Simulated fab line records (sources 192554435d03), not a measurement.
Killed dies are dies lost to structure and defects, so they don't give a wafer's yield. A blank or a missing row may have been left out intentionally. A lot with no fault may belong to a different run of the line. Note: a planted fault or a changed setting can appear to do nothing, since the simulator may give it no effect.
Matching of chambers + flow n5-finfet + rie-diel-04 running N5_BEOL_M9_ETCH_61: 4 sister chambers
The step etches SiARC in CF4, target depth 39 nm, time 65 s. 14 wafers are shown with their chamber, then 7 later ones without.

WAFERS WITH THEIR CHAMBER
| wafer  | chamber | showerhead-plenum-p-Torr (Torr) | oes-product-au (a.u.) | throttle-valve-pct (%) |
|--------|---------|---------------------------------|-----------------------|------------------------|
| L074.1 | 1       | 2.16                            | 0.66                  | 15.61                  |
| L074.4 | 2       | 2.20                            | 0.73                  | 15.65                  |
| L074.5 | 1       | 2.16                            | 0.66                  | 15.60                  |
| L075.4 | 2       | 2.20                            | 0.73                  | 15.65                  |
| L075.5 | 3       | 2.04                            | 0.61                  | 15.89                  |
| L075.6 | 1       | 2.16                            | 0.66                  | 15.62                  |
| L081.2 | 0       | 2.19                            | 0.80                  | 15.77                  |
| L081.3 | 1       | 2.15                            | 0.65                  | 15.63                  |
| L081.5 | 2       | 2.19                            | 0.71                  | 15.68                  |
| L082.3 | 1       | 2.15                            | 0.65                  | 15.62                  |
| L082.4 | 2       | 2.19                            | 0.70                  | 15.70                  |
| L082.5 | 2       | 2.19                            | 0.71                  | 15.67                  |
| L084.2 | 3       | 2.03                            | 0.59                  | 15.95                  |
| L084.3 | 2       | 2.19                            | 0.70                  | 15.70                  |

SIGNATURES, as means of the wafers listed above
| reading                  | chamber 0 | chamber 1 | chamber 2 | chamber 3 | scatter within a chamber |
|--------------------------|-----------|-----------|-----------|-----------|--------------------------|
| showerhead-plenum-p-Torr | 2.1900    | 2.1560    | 2.1933    | 2.0350    | 0.00551                  |
| oes-product-au           | 0.8000    | 0.6560    | 0.7133    | 0.6000    | 0.0112                   |
| throttle-valve-pct       | 15.7700   | 15.6160   | 15.6750   | 15.9200   | 0.0221                   |
Rule: distance of a wafer from a chamber = root of the sum over the readings of ((wafer's reading minus chamber's mean) / reading's scatter) squared. If the next closest chamber is less than 2 further off than the closest, the wafer can't be placed; otherwise it belongs to the closest. How the scatter is found: for the shown wafers, subtract from each reading the mean of its chamber, square and add these, divide the total by (wafers less chambers), then take the root.

WAFERS WHOSE CHAMBER IS MISSING
| wafer  | showerhead-plenum-p-Torr (Torr) | oes-product-au (a.u.) | throttle-valve-pct (%) |
|--------|---------------------------------|-----------------------|------------------------|
| L084.6 | 2.19                            | 0.80                  | 15.79                  |
| L083.2 | 2.19                            | 0.70                  | 15.68                  |
| L083.5 | 2.03                            | 0.60                  | 15.95                  |
| L083.6 | 2.19                            | 0.79                  | 15.78                  |
| L089.1 | 2.19                            | 0.69                  | 15.71                  |
| L089.4 | 2.19                            | 0.77                  | 15.84                  |
| L089.5 | 2.19                            | 0.76                  | 15.81                  |

EACH ONE'S CHAMBER
| wafer  | from the rows above | in truth |
|--------|---------------------|----------|
| L084.6 | 0                   | 0        |
| L083.2 | 2                   | 2        |
| L083.5 | 3                   | 3        |
| L083.6 | 0                   | 0        |
| L089.1 | 2                   | 2        |
| L089.4 | 0                   | 0        |
| L089.5 | 0                   | 0        |
7 of 7 placed correctly. Can't be placed from these rows: 0. 0 placed wrongly.
